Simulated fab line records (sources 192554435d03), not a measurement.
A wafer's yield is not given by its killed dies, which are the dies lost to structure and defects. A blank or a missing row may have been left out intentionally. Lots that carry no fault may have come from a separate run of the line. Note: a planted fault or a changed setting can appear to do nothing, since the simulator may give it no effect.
Chamber matching + flow n5_finfet + 4 sister chambers for N5_BEOL_M14_ETCH_67 on rie_diel-03
The step etches SiARC in CF4, target depth 143 nm, time 238.3 s. 8 wafers are shown with their chamber, then 10 later ones without.

## WAFERS PAIRED WITH THEIR CHAMBERS
| wafer  | chamber | showerhead_plenum_p_Torr (Torr) | drypump_motor_current_A (A) |
|--------|---------|---------------------------------|-----------------------------|
| L077.2 | 3       | 2.05                            | 5.63                        |
| L078.4 | 3       | 2.04                            | 5.65                        |
| L085.3 | 0       | 2.09                            | 5.53                        |
| L091.3 | 1       | 2.03                            | 5.79                        |
| L091.4 | 2       | 2.18                            | 5.97                        |
| L091.5 | 0       | 2.09                            | 5.51                        |
| L096.1 | 2       | 2.18                            | 5.93                        |
| L096.2 | 1       | 2.03                            | 5.78                        |

## WAFERS WITH NO CHAMBER GIVEN
| wafer  | showerhead_plenum_p_Torr (Torr) | drypump_motor_current_A (A) |
|--------|---------------------------------|-----------------------------|
| L096.5 | 2.03                            | 5.78                        |
| L092.2 | 2.08                            | 5.54                        |
| L092.3 | 2.03                            | 5.76                        |
| L092.5 | 2.03                            | 5.77                        |
| L094.2 | 2.03                            | 5.79                        |
| L094.3 | 2.08                            | 5.50                        |
| L094.4 | 2.03                            | 5.68                        |
| L095.1 | 2.18                            | 5.97                        |
| L095.2 | 2.08                            | 5.51                        |
| L095.6 | 2.08                            | 5.53                        |

## CHAMBER TAKEN BY EACH
| wafer  | from the rows above     | in truth |
|--------|-------------------------|----------|
| L096.5 | 1                       | 1        |
| L092.2 | 0                       | 0        |
| L092.3 | 1                       | 1        |
| L092.5 | 1                       | 1        |
| L094.2 | 1                       | 1        |
| L094.3 | 0                       | 0        |
| L094.4 | can't be placed: 3 or 1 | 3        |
| L095.1 | 2                       | 2        |
| L095.2 | 0                       | 0        |
| L095.6 | 0                       | 0        |
Placed correctly: 9 of 10. These rows do not allow placing 1 (true chamber among the candidates in 1). 0 placed wrongly.
How it was worked out, from the rows above alone: a wafer's distance from a chamber is the root of the sum, over the readings, of the square of ((its reading less the chamber's mean) divided by the reading's scatter). The wafer belongs to the nearest chamber; if the next one is less than 2 further off, it can't be placed. A chamber's mean is the mean of its shown wafers. How the scatter is found: for the shown wafers, subtract from each reading the mean of its chamber, square and add these, divide the total by (wafers less chambers), then take the root.
